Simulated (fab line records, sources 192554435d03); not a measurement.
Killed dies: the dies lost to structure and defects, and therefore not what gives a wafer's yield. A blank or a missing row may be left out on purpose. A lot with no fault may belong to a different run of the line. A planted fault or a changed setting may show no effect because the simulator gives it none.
fab line records	flow n5_finfet	part 2 of 2: steps 5 to 6 of 6
[record] lots = 24	wafers = 72	last_day = 21
route steps=1938 shown BEOL_M11@1554 BEOL_M12@1618
lots that met no fault: taken from a fault-free run of the same line
start_h: the number of hours between the record's first day and the start of the first shown wafer of the lot	wait_h: hours from the lot's prior step to this one	" repeats the value in the row above	L1.1+2: a row that stands for several wafers	- no value, or no start given	* or withheld: withheld	< > ~ a bound
route shown NAME@n: a module of which the file shows steps, and the number in the route of the first	usual: mean and standard deviation over wafers with no fault	same: alike in all rows	chamber/n: place in a boat	sites: per-site readings	_std_site: how widely they spread, as a standard deviation	_edge_site: outer sites' mean less inner sites'	radius_mm: how far each site lies from the wafer's centre	mask NAME#n: copy n	behind: tool/chamber where the wafer was last shaped	hold: why the lot was held/for how many hours/how that ended	device: transistor that didn't switch, given as n, p or np	end of line: the same wafers' tests at the end of the route	a step without rows: its recipe alone	killed: the dies lost at the first sort to structure and to defects; this is not the yield of the wafer	map: a wafer's dies, marking killed ones x, the rest . and places with no die _
set.NAME: setting as actually run; set.NAME@STEP: the setting as run at that earlier step	model.NAME: the simulator's own value behind a step, which no gauge read
a sample of lots followed through the steps of the route, with each step as a table and each wafer as a row
services: from which hour (start_h, from the record's first day; less than 0 if before it) a tool's chamber was out of use, for how many hours, and why
[[steps]]
[step N5_BEOL_M11_CMP_52]
[recipe] stop_on = SiCOH_lowk	t_overpolish_s = 7	down_force_psi = 1	platen_rpm = 50	clearing_platen_down_force_psi = 1.5	clearing_platen_rpm = 50	post_cmp_clean = cu_alkaline	target_thk_nm = 140	clearing_platen_pad_velocity_m_s = 0.99484	pad_velocity_m_s = 0.99484
[usual] barrier_field_endpoint_s = 29.1/0.75	motor_current_A = 6.2/0.48	overpolish_run_s = 7.000/0.0082	time_to_endpoint_s = 66.6/2.9
lot.wafer	tool	chamber	start_h	wait_h	barrier_field_endpoint_s	motor_current_A	overpolish_run_s	time_to_endpoint_s
L074.4	cmp-03	3	309.08	0.4	28.7	5.8	7.016	64.6
L074.1	"	0	"	"	27.3	6.4	7.004	62.8
L074.6	"	2	"	"	28.6	6.7	6.992	64.3
L077.3	cmp-03	1	324.08	0.2	30.3	6.6	7.013	70.5
L077.2	"	0	"	"	28.8	6.6	6.993	65.7
L077.5	"	1	"	"	31.1	6.7	6.993	71.5
L075.3	cmp-03	0	330.50	0.2	29.1	6.7	7.006	70.5
L075.2	"	1	"	"	29.8	6.3	7.007	70.5
L075.4	"	3	"	"	28.8	5.6	7.004	69.4
L076.2	cmp-01	1	334.32	0.2	28.4	5.2	6.997	65.1
L076.4	"	3	"	"	28.7	5.7	7.003	68.1
L076.6	"	1	"	"	28.5	5.1	7.014	63.2
L078.4	cmp-01	1	342.64	0.2	29.9	5.4	6.991	68.1
L078.2	"	2	"	"	29.0	5.8	6.988	65.9
L078.5	"	3	"	"	30.1	5.5	7.000	68.2
L080.2	cmp-01	2	354.54	0.2	28.6	6.1	6.992	63.4
L080.4	"	0	"	"	31.2	6.7	7.008	70.8
L080.5	"	2	"	"	27.9	6.2	7.001	62.1
L082.4	cmp-01	0	358.91	0.2	30.3	6.7	7.009	70.3
L082.3	"	1	"	"	29.7	5.4	6.984	70.8
L082.6	"	3	"	"	30.3	5.7	7.012	69.5
L079.4	cmp-02	1	364.20	0.2	29.1	6.0	7.003	68.6
L079.5	"	3	"	"	28.9	6.7	6.994	69.3
L079.6	"	0	"	"	29.8	5.9	7.021	69.2
L086.3	cmp-01	0	386.21	0.2	29.9	7.2	7.004	73.1
L086.4	"	1	"	"	29.2	5.2	7.005	67.1
L086.2	"	2	"	"	28.7	5.9	7.003	63.6
L081.3	cmp-03	0	391.47	0.3	29.5	6.3	7.006	66.9
L081.5	"	2	"	"	28.9	6.9	7.004	66.5
L081.6	"	3	"	"	28.0	6.0	6.997	64.7
L083.2	cmp-02	1	393.95	0.2	28.7	6.1	6.990	66.1
L083.3	"	3	"	"	28.7	6.7	7.007	62.7
L083.6	"	1	"	"	28.9	6.2	6.997	65.4
L084.1	cmp-03	1	396.62	0.3	28.9	6.5	6.998	69.4
L084.4	"	2	"	"	28.7	7.0	7.011	63.3
L084.5	"	0	"	"	28.9	6.4	6.992	66.7
L090.4	cmp-03	1	405.99	0.1	30.9	5.8	6.995	69.1
L090.3	"	2	"	"	29.0	6.4	6.993	65.4
L090.6	"	2	"	"	29.7	6.8	6.995	67.3
L085.4	cmp-03	3	406.32	0.1	29.3	5.7	6.999	65.5
L085.3	"	0	"	"	27.7	6.3	6.993	62.9
L085.2	"	1	"	"	29.6	6.5	6.995	71.7
L089.1	cmp-03	1	418.98	0.3	28.6	6.7	7.002	69.1
L089.2	"	2	"	"	28.6	6.8	7.014	65.3
L089.4	"	3	"	"	28.7	5.5	6.998	67.4
L087.2	cmp-02	3	425.60	0.2	29.0	6.6	7.002	66.2
L087.1	"	0	"	"	28.3	5.8	6.995	66.2
L087.6	"	2	"	"	28.7	6.2	6.999	64.2
L088.2	cmp-02	2	426.32	0.2	28.5	6.3	7.004	67.3
L088.6	"	1	"	"	29.7	6.2	7.005	67.8
L088.5	"	2	"	"	28.6	6.1	6.988	65.9
L091.3	cmp-02	1	429.01	0.2	29.4	6.2	6.992	68.7
L091.4	"	2	"	"	30.0	5.7	7.003	66.9
L091.5	"	2	"	"	28.9	6.4	7.004	65.2
L096.2	cmp-01	1	435.18	0.2	28.2	5.3	6.991	64.8
L096.1	"	3	"	"	29.2	5.9	6.998	64.6
L096.5	"	1	"	"	28.8	5.6	6.999	63.7
L092.2	cmp-01	0	435.68	0.2	30.3	6.8	7.005	70.0
L092.3	"	2	"	"	28.8	6.0	6.999	62.2
L092.5	"	1	"	"	29.4	5.4	6.992	62.1
L094.2	cmp-03	2	436.60	0.2	29.3	6.6	6.999	67.2
L094.4	"	0	"	"	29.2	6.5	6.997	68.2
L094.3	"	1	"	"	30.6	6.2	6.998	73.1
L093.3	cmp-01	3	454.19	0.2	28.7	5.8	6.994	67.7
L093.2	"	1	"	"	28.0	5.3	7.007	64.1
L093.6	"	3	"	"	29.5	5.7	6.996	67.3
L095.1	cmp-03	1	455.28	0.3	28.9	6.5	7.025	67.9
L095.2	"	2	"	"	29.0	6.3	7.003	64.7
L095.6	"	2	"	"	29.5	6.5	6.998	68.5
L097.4	cmp-02	1	462.76	0.2	28.5	5.7	6.993	63.4
L097.6	"	3	"	"	28.6	6.4	6.984	63.3
L097.5	"	0	"	"	28.8	6.1	6.995	63.0
[step N5_BEOL_M12_STRIP_63]
[recipe] chemistry = N2/H2	power_w = 1000	temp_c = 250	h2_frac = 0.65	overash_fraction = 0.3	pressure_mtorr = 1000	n2_flow_sccm = 1750	h2_flow_sccm = 3250
[usual] drypump_motor_current_A = 6.2/0.33	heater_power_w = 302/16	n2_flow_sccm = 1750/5.2	oes_product_au = 0.694/0.0045	strip_time_to_endpoint_s = 43.2/1.1
lot.wafer	tool	chamber	start_h	wait_h	drypump_motor_current_A	heater_power_w	n2_flow_sccm	oes_product_au	rf_hours_counter_h	strip_time_to_endpoint_s
L074.1	plasma_asher-02	0	310.47	-	5.9	288	1751	0.690	78	44.2
L074.4	"	1	"	"	6.3	291	1757	0.686	-	42.6
L074.6	"	1	"	"	6.3	294	1752	0.704	-	44.4
L077.2	plasma_asher-01	0	325.50	-	6.6	305	1752	0.690	139	43.5
L077.3	"	0	"	"	6.6	300	1751	0.693	-	44.2
L077.5	"	1	"	"	5.8	330	1739	0.700	-	43.6
L075.2	plasma_asher-02	0	331.91	-	5.9	292	1762	0.688	83	44.8
L075.3	"	0	"	"	5.9	281	1744	0.689	-	42.3
L075.4	"	1	"	"	6.3	290	1747	0.696	-	42.0
L076.2	plasma_asher-01	1	335.77	-	5.8	331	1746	0.693	141	44.2
L076.4	"	1	"	"	5.8	328	1754	0.699	-	43.7
L076.6	"	1	"	"	5.8	323	1751	0.695	-	44.7
L078.2	plasma_asher-01	1	343.86	-	5.8	329	1751	0.696	143	42.1
L078.4	"	1	"	"	5.8	328	1757	0.685	-	40.9
L078.5	"	1	"	"	5.8	324	1751	0.694	-	42.8
L080.2	plasma_asher-02	1	356.00	-	6.3	294	1744	0.699	88	44.9
L080.4	"	1	"	"	6.3	292	1745	0.683	-	42.5
L080.5	"	1	"	"	6.3	286	1748	0.703	-	43.2
L082.3	plasma_asher-02	0	360.14	-	5.9	290	1747	0.699	-	44.7
L082.4	"	1	"	"	6.4	289	1748	0.692	-	40.9
L082.6	"	1	"	"	6.4	290	1754	0.698	-	43.3
L079.4	plasma_asher-02	1	365.44	-	6.4	297	1741	0.686	-	42.2
L079.5	"	0	"	"	5.9	283	1752	0.692	-	43.5
L079.6	"	1	"	"	6.3	296	1743	0.692	-	42.1
L086.2	plasma_asher-02	1	387.59	-	6.3	298	1752	0.702	92	43.8
L086.3	"	0	"	"	5.9	284	1756	0.699	-	42.7
L086.4	"	1	"	"	6.3	293	1750	0.693	-	44.7
L081.3	plasma_asher-02	0	392.93	-	5.9	291	1751	0.701	-	43.6
L081.5	"	1	"	"	6.3	294	1749	0.689	-	41.3
L081.6	"	0	"	"	5.9	288	1754	0.691	-	42.1
L083.2	plasma_asher-02	0	395.70	-	5.9	278	1754	0.696	93	43.6
L083.3	"	1	"	"	6.4	292	1745	0.694	-	43.2
L083.6	"	0	"	"	5.9	284	1746	0.696	-	42.7
L084.1	plasma_asher-01	1	398.11	-	5.8	326	1743	0.702	154	43.7
L084.4	"	0	"	"	6.6	299	1744	0.692	-	43.3
L084.5	"	0	"	"	6.6	307	1752	0.693	-	44.1
L090.3	plasma_asher-01	1	407.33	-	5.7	328	1751	0.699	-	42.6
L090.4	"	0	"	"	6.6	312	1739	0.687	-	41.9
L090.6	"	1	"	"	5.7	326	1745	0.691	-	43.3
L085.2	plasma_asher-01	1	407.62	-	5.8	324	1760	0.694	156	42.2
L085.3	"	0	"	"	6.6	306	1752	0.692	-	43.4
L085.4	"	1	"	"	5.8	329	1751	0.695	-	41.8
L089.1	plasma_asher-02	0	420.27	-	5.9	297	1750	0.697	99	44.0
L089.2	"	1	"	"	6.3	286	1751	0.693	99	43.2
L089.4	"	0	"	"	5.9	290	1745	0.693	-	43.4
L087.1	plasma_asher-02	1	427.19	-	6.3	293	1753	0.693	101	42.9
L087.2	"	0	"	"	5.9	283	1739	0.704	101	45.4
L087.6	"	0	"	"	5.9	290	1747	0.696	-	43.5
L088.2	plasma_asher-01	1	427.58	-	5.7	326	1753	0.701	160	42.9
L088.5	"	1	"	"	5.8	338	1750	0.690	-	42.9
L088.6	"	0	"	"	6.6	305	1765	0.691	-	43.3
L091.3	plasma_asher-01	1	430.49	-	5.8	328	1750	0.695	-	43.9
L091.4	"	0	"	"	6.6	311	1756	0.690	-	41.6
L091.5	"	1	"	"	5.7	340	1750	0.704	-	40.8
L096.1	plasma_asher-02	0	436.52	-	5.9	283	1749	0.703	102	42.3
L096.2	"	1	"	"	6.3	292	1749	0.697	102	43.6
L096.5	"	0	"	"	5.9	291	1743	0.691	-	42.3
L092.2	plasma_asher-01	0	437.00	-	6.6	313	1750	0.695	162	43.3
L092.3	"	1	"	"	5.7	317	1751	0.692	-	45.6
L092.5	"	1	"	"	5.7	328	1755	0.695	-	43.1
L094.2	plasma_asher-02	0	438.05	-	6.0	286	1752	0.686	103	43.2
L094.3	"	1	"	"	6.3	287	1757	0.690	-	44.2
L094.4	"	0	"	"	5.9	292	1758	0.692	-	44.9
L093.2	plasma_asher-02	0	455.49	-	5.9	286	1744	0.688	106	42.4
L093.3	"	0	"	"	5.9	285	1750	0.695	-	41.8
L093.6	"	0	"	"	5.9	286	1753	0.698	-	42.7
L095.1	plasma_asher-01	0	456.58	-	6.6	303	1743	0.703	167	43.6
L095.2	"	1	"	"	5.7	329	1750	0.700	167	43.8
L095.6	"	0	"	"	6.6	309	1745	0.699	-	44.2
L097.4	plasma_asher-01	0	463.99	-	6.6	301	1753	0.696	-	41.7
L097.5	"	1	"	"	5.8	316	1757	0.696	-	43.1
L097.6	"	0	"	"	6.6	302	1750	0.694	-	41.3
[[services]]
tool	chamber	start_h	hours	kind
rie_diel-06	0	285.76	6.9	repair
cmp-01	-	286.46	1.1	repair
rie_diel-06	2	292.73	-	clean
rie_diel-06	2	292.73	-	consumable_replace:focus_ring
rie_diel-06	2	292.73	33.7	scheduled_down
rie_diel-06	2	292.73	33.7	vent_cycle
cmp-01	-	307.26	7.8	pm
rie_diel-05	0	344.40	2.8	repair
cmp-03	-	345.46	2.0	repair
rie_diel-05	1	347.18	-	clean
rie_diel-05	1	347.18	-	consumable_replace:esc
rie_diel-05	1	347.18	-	consumable_replace:focus_ring
rie_diel-05	1	347.18	37.7	scheduled_down
rie_diel-05	1	347.18	37.7	vent_cycle
cmp-03	-	351.98	2.6	repair
rie_diel-02	1	367.74	5.0	repair
cmp-02	-	387.25	5.8	pm
rie_diel-06	0	401.30	8.8	repair
rie_diel-06	0	411.47	6.5	repair
rie_diel-02	2	417.51	2.8	repair
cmp-02	-	418.69	0.5	repair
rie_diel-06	2	431.53	15.6	repair
cmp-01	-	436.24	3.6	repair
cmp-02	-	456.25	4.9	pm
